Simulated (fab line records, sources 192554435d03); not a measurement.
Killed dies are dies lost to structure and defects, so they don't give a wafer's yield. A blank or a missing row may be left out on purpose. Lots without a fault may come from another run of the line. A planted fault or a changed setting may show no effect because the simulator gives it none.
Chamber matching | flow n5_finfet | N5_BEOL_M9_ETCH_65 on rie_diel-04: 4 sister chambers
The step etches SiARC in CF4, target depth 15.6 nm, time 26 s. 8 wafers are shown with their chamber, then 6 later ones without.

WAFERS WITH THEIR CHAMBER
wafer  | chamber | drypump_motor_current_A (A) | showerhead_plenum_p_Torr (Torr)
L709.6 | 1       | 5.3                         | 2.09
L714.1 | 2       | 6.4                         | 2.18
L714.4 | 1       | 5.4                         | 2.08
L716.1 | 3       | 5.7                         | 2.18
L716.4 | 0       | 5.9                         | 2.13
L716.5 | 3       | 5.7                         | 2.18
L719.2 | 0       | 5.9                         | 2.13
L719.3 | 2       | 6.4                         | 2.18

WAFERS WITHOUT THEIR CHAMBER
wafer  | drypump_motor_current_A (A) | showerhead_plenum_p_Torr (Torr)
L719.5 | 5.9                         | 2.13
L720.5 | 6.4                         | 2.18
L720.6 | 5.3                         | 2.08
L732.1 | 5.9                         | 2.12
L732.2 | 6.4                         | 2.17
L732.3 | 5.3                         | 2.07

WHICH CHAMBER EACH WENT THROUGH
wafer  | from the rows above | in truth
L719.5 | 0                   | 0
L720.5 | 2                   | 2
L720.6 | 1                   | 1
L732.1 | 0                   | 0
L732.2 | 2                   | 2
L732.3 | 1                   | 1
Placed correctly: 6 of 6. Can't be placed from these rows: 0. Placed wrongly: 0.
How it was worked out, from the rows above alone: a wafer's distance from a chamber is the root of the sum, over the readings, of the square of ((its reading less the chamber's mean) divided by the reading's scatter). The wafer belongs to the nearest chamber; if the next one is less than 2 further off, it can't be placed. A chamber's mean is the mean of its shown wafers. The scatter: the root of (the sum of the squares of (reading less its chamber's mean) over the shown wafers, divided by (wafers less chambers)).
